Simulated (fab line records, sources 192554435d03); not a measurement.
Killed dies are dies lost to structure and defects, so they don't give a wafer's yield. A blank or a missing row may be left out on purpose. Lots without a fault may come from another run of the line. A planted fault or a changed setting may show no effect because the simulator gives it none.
Chamber matching | flow n5_finfet | N5_SPACER0_ALD_00 on ald_sin-01: 4 sister chambers
The step deposits SiOCN, target thk 3.5 nm, pulse time 3 s, purge time 2 s. 4 wafers are shown with their chamber, then 9 later ones without.

WAFERS WITH THEIR CHAMBER
wafer  | chamber | heater_power_w (W)
L076.4 | 0       | 821
L094.1 | 1       | 879
L094.2 | 3       | 784
L094.3 | 2       | 967

WAFERS WITHOUT THEIR CHAMBER
wafer  | heater_power_w (W)
L094.4 | 990
L094.5 | 862
L094.6 | 796
L096.1 | 788
L096.2 | 887
L096.3 | 962
L096.4 | 775
L096.5 | 790
L096.6 | 996

WHICH CHAMBER EACH WENT THROUGH
wafer  | from the rows above     | in truth
L094.4 | 2                       | 2
L094.5 | can't be placed: 1 or 0 | 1
L094.6 | can't be placed: 3 or 0 | 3
L096.1 | can't be placed: 3 or 0 | 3
L096.2 | 1                       | 1
L096.3 | 2                       | 2
L096.4 | 3                       | 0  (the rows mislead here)
L096.5 | can't be placed: 3 or 0 | 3
L096.6 | 2                       | 2
Placed correctly: 4 of 9. Can't be placed from these rows: 4 (the true chamber is among the candidates in 4). Placed wrongly: 1.
How it was worked out, from the rows above alone: a wafer's distance from a chamber is the root of the sum, over the readings, of the square of ((its reading less the chamber's mean) divided by the reading's scatter). The wafer belongs to the nearest chamber; if the next one is less than 2 further off, it can't be placed. A chamber's mean is the mean of its shown wafers. The scatter: with one shown wafer a chamber, the root of the mean of the squares of how far each hidden wafer lies from its nearest shown one.
